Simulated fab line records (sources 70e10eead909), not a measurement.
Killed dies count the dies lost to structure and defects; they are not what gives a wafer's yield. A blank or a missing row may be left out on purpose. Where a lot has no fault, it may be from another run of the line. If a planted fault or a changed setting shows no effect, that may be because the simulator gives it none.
The tool behind it: which one?    flow nand-harc    14 lots, 42 wafers sampled, at 4 steps of a route of 1159

WHAT EACH GAUGE READ, for each wafer
The record holds no reading of a measuring or inspecting step that can be judged against a usual standard deviation.

WHICH TOOL RAN EACH LOT (tool, then ch and the chambers of the sampled wafers, then the start)
lot   NHARC_A_CHANNEL_HOLE_D1_ETCH_16     NHARC_A_CHANNEL_HOLE_D1_ETCH_19   NHARC_A_CHANNEL_HOLE_D1_ETCH_33   NHARC_A_CHANNEL_FILL_D1_ALD_02
L986  rie-diel-01 ch 0,2,3, day 8 22:08   har-etch-02 ch 0,1, day 8 22:41   har-etch-02 ch 0,1, day 9 02:40   ald-hk-02 ch 1,2,3, day 9 05:20
L989  rie-diel-09 ch 2,3, day 9 03:53     har-etch-02 ch 0,1, day 9 04:33   har-etch-02 ch 0,1, day 9 08:33   ald-hk-03 ch 2,3, day 9 10:27
L988  rie-diel-09 ch 1,2,3, day 9 08:31   har-etch-01 ch 0,1, day 9 09:22   har-etch-01 ch 0,1, day 9 13:23   ald-hk-02 ch 0,1,3, day 9 15:28
L991  rie-diel-09 ch 2,3, day 9 13:25     har-etch-02 ch 0,1, day 9 14:04   har-etch-02 ch 0,1, day 9 18:04   ald-hk-01 ch 0,2,3, day 9 20:10
L992  rie-diel-01 ch 2,3, day 9 23:56     har-etch-01 ch 0,1, day 10 00:38  har-etch-01 ch 0,1, day 10 04:37  ald-hk-02 ch 0,1, day 10 06:35
L994  rie-diel-01 ch 0,2,3, day 10 15:21  har-etch-02 ch 0,1, day 10 16:01  har-etch-02 ch 0,1, day 10 20:01  ald-hk-03 ch 0,2,3, day 10 22:04
L993  rie-diel-01 ch 1,2, day 10 17:09    har-etch-01 ch 0,1, day 10 17:49  har-etch-01 ch 0,1, day 10 21:49  ald-hk-01 ch 0,1, day 11 00:05
L999  rie-diel-01 ch 0,1,3, day 11 10:19  har-etch-01 ch 0,1, day 11 10:51  har-etch-01 ch 0,1, day 11 14:49  ald-hk-02 ch 0,2,3, day 11 16:48
L998  rie-diel-09 ch 0,2,3, day 11 10:40  har-etch-02 ch 1, day 11 11:16    har-etch-02 ch 1, day 11 15:15    ald-hk-02 ch 1,2, day 11 17:10
L101  rie-diel-09 ch 0,1, day 12 06:10    har-etch-02 ch 0,1, day 12 06:50  har-etch-02 ch 0,1, day 12 10:50  -
L105  rie-diel-01 ch 2,3, day 13 00:13    har-etch-01 ch 0,1, day 13 00:52  har-etch-01 ch 0,1, day 13 04:50  ald-hk-02 ch 0,3, day 13 06:56
L103  rie-diel-09 ch 0,2,3, day 13 00:30  har-etch-02 ch 0,1, day 13 04:51  har-etch-02 ch 0,1, day 13 08:51  -
L106  rie-diel-07 ch 0,1, day 13 12:01    har-etch-01 ch 0,1, day 13 12:43  har-etch-01 ch 0,1, day 13 16:43  ald-hk-03 ch 2,3, day 13 18:37
L108  rie-diel-01 ch 0,1,2, day 13 23:09  har-etch-02 ch 0,1, day 13 23:45  har-etch-02 ch 0,1, day 14 03:44  ald-hk-01 ch 1,2, day 14 07:34
- NHARC_A_CHANNEL_HOLE_D1_ETCH_16: etches the open film in O2/COS, target depth 3100 nm, time 806 s.
- NHARC_A_CHANNEL_HOLE_D1_ETCH_19: etches the open film in C4F8/O2/Ar, time 34.5 s.
- NHARC_A_CHANNEL_HOLE_D1_ETCH_33: etches the open film in C4F8/O2/Ar, time 90 s, target depth 400 nm.
- NHARC_A_CHANNEL_FILL_D1_ALD_02: deposits SiO2, target thk 6 nm, pulse time 10 s, ald cycles 60.

AS READ BY THE TOOLS THEMSELVES (means over the sampled wafers that have a number; for cases with no such wafer, the mark the record gives instead)
NHARC_A_CHANNEL_HOLE_D1_ETCH_16. Usual: drypump-motor-current-A 5.8 A, standard deviation 0.3; oes-product-au 0.997 a.u., standard deviation 0.012; rf-vpp-V 314.0 V, standard deviation 2; run-length-s 827.1 s, standard deviation 0.55; showerhead-plenum-p-Torr 3.10 Torr, standard deviation 0.12; throttle-valve-pct 28.331 %, standard deviation 0.0094.
lot   tool         drypump-motor-current-A (A)  oes-product-au (a.u.)  rf-vpp-V (V)  run-length-s (s)  showerhead-plenum-p-Torr (Torr)  throttle-valve-pct (%)  flag
L986  rie-diel-01  5.8                          1.005                  315.2         827.1             3.15                             28.333                  
L989  rie-diel-09  5.8                          0.989                  313.8         827.4             3.10                             28.337                  
L988  rie-diel-09  6.0                          0.984                  314.8         827.0             3.13                             28.331                  
L991  rie-diel-09  6.0                          0.981                  312.7         827.3             3.02                             28.332                  
L992  rie-diel-01  5.9                          1.000                  313.9         827.4             3.09                             28.326                  
L994  rie-diel-01  5.8                          1.001                  315.1         827.0             3.15                             28.328                  
L993  rie-diel-01  5.9                          0.991                  313.4         826.7             3.07                             28.329                  
L999  rie-diel-01  5.8                          0.997                  314.5         826.7             3.14                             28.332                  
L998  rie-diel-09  6.1                          0.991                  312.2         827.6             3.03                             28.328                  
L101  rie-diel-09  6.3                          0.998                  315.2         595.4             3.17                             28.345                  OFF
L105  rie-diel-01  5.9                          0.999                  313.7         827.7             3.09                             28.336                  
L103  rie-diel-09  6.1                          0.994                  313.0         596.0             3.03                             28.334                  OFF
L106  rie-diel-07  5.5                          0.997                  314.5         827.2             3.08                             28.329                  
L108  rie-diel-01  5.8                          1.001                  314.1         826.8             3.13                             28.330                  

NHARC_A_CHANNEL_HOLE_D1_ETCH_19. Usual: drypump-motor-current-A 6.00 A, standard deviation 0.21; run-length-s 35.6 s, standard deviation 0.39; showerhead-plenum-p-Torr 3.71 Torr, standard deviation 0.1; throttle-valve-pct 37.037 %, standard deviation 0.0093.
lot   tool         drypump-motor-current-A (A)  run-length-s (s)  showerhead-plenum-p-Torr (Torr)  throttle-valve-pct (%)  flag
L986  har-etch-02  5.91                         35.6              3.64                             37.035                  
L989  har-etch-02  5.90                         35.8              3.64                             37.031                  
L988  har-etch-01  5.96                         35.6              3.82                             37.032                  
L991  har-etch-02  5.99                         35.8              3.63                             37.051                  
L992  har-etch-01  6.01                         35.5              3.81                             37.042                  
L994  har-etch-02  5.98                         35.6              3.63                             37.035                  
L993  har-etch-01  6.01                         35.6              3.81                             37.043                  
L999  har-etch-01  6.01                         35.8              3.81                             37.035                  
L998  har-etch-02  6.05                         35.7              3.61                             37.028                  
L101  har-etch-02  5.97                         35.7              3.62                             37.034                  
L105  har-etch-01  6.16                         35.3              3.82                             37.041                  
L103  har-etch-02  5.90                         35.8              3.61                             37.040                  
L106  har-etch-01  5.98                         35.5              3.79                             37.039                  
L108  har-etch-02  5.93                         35.6              3.61                             37.035                  

NHARC_A_CHANNEL_HOLE_D1_ETCH_33. Usual: drypump-motor-current-A 6.00 A, standard deviation 0.21; run-length-s 121.3 s, standard deviation 0.48; showerhead-plenum-p-Torr 3.71 Torr, standard deviation 0.1; throttle-valve-pct 27.620 %, standard deviation 0.0078.
lot   tool         drypump-motor-current-A (A)  run-length-s (s)  showerhead-plenum-p-Torr (Torr)  throttle-valve-pct (%)  flag
L986  har-etch-02  5.90                         121.4             3.63                             27.619                  
L989  har-etch-02  5.90                         121.6             3.63                             27.625                  
L988  har-etch-01  6.00                         121.3             3.81                             27.622                  
L991  har-etch-02  5.98                         121.6             3.63                             27.628                  
L992  har-etch-01  6.00                         121.3             3.81                             27.619                  
L994  har-etch-02  5.96                         121.4             3.62                             27.627                  
L993  har-etch-01  5.97                         121.5             3.81                             27.619                  
L999  har-etch-01  6.00                         121.4             3.80                             27.624                  
L998  har-etch-02  6.06                         121.3             3.61                             27.626                  
L101  har-etch-02  5.97                         121.7             3.61                             27.623                  
L105  har-etch-01  6.20                         120.9             3.82                             27.620                  
L103  har-etch-02  5.91                         121.8             3.61                             27.623                  
L106  har-etch-01  6.01                         121.4             3.79                             27.619                  
L108  har-etch-02  5.90                         121.3             3.60                             27.618                  

NHARC_A_CHANNEL_FILL_D1_ALD_02. Usual: heater-power-w 469 W, standard deviation 36; precursor-pulse-height-rel 1.000, standard deviation 0.018.
lot   tool       heater-power-w (W)  precursor-pulse-height-rel  flag
L986  ald-hk-02  471                 1.008                       
L989  ald-hk-03  489                 1.000                       
L988  ald-hk-02  464                 0.994                       
L991  ald-hk-01  430                 0.992                       
L992  ald-hk-02  441                 1.003                       
L994  ald-hk-03  473                 0.985                       
L993  ald-hk-01  469                 0.996                       
L999  ald-hk-02  501                 0.996                       
L998  ald-hk-02  494                 1.004                       
L105  ald-hk-02  482                 1.000                       
L106  ald-hk-03  489                 1.021                       
L108  ald-hk-01  466                 1.001                       

THE ANSWER, worked out from the rows above alone
Rule: a lot is off if the mean of its wafers that have a number lies more than 3 standard deviations from the usual mean. A lot without any number at a reading at which 4 lots or more have one is off too. All remaining lots with rows at the step are treated as sound. After the gauges, taken in route order, come the tools' own readings; for these a lot's mean is taken, as printed above. At the first step where some lot is off, the reading lying furthest off is the one used; lots without a number count as furthest.
Off: L101, L103 (NHARC_A_CHANNEL_HOLE_D1_ETCH_16, run-length-s).
A tool fits if, at that step or a process step before it, it ran every lot that is off, and no sound lot after the first of them. One fits: rie-diel-09 at NHARC_A_CHANNEL_HOLE_D1_ETCH_16. Its last sound lot is L998 (day 11 10:40), its first lot that is off L101 (day 12 06:10): a fault that began between those two fits.
The tool's own readings at NHARC_A_CHANNEL_HOLE_D1_ETCH_16 bear it out: on the lots that are off they differ by more than 5 times the standard deviation of the sound lots' means. run-length-s reads 595.7 s there against 827.2 s on the sound lots.

WHAT THE SIMULATOR PUT IN
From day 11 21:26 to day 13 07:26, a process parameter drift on rie-diel-09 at NHARC_A_CHANNEL_HOLE_D1_ETCH_16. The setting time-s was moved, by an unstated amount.
Struck lots among those shown: L101, L103. The rule above found the same.
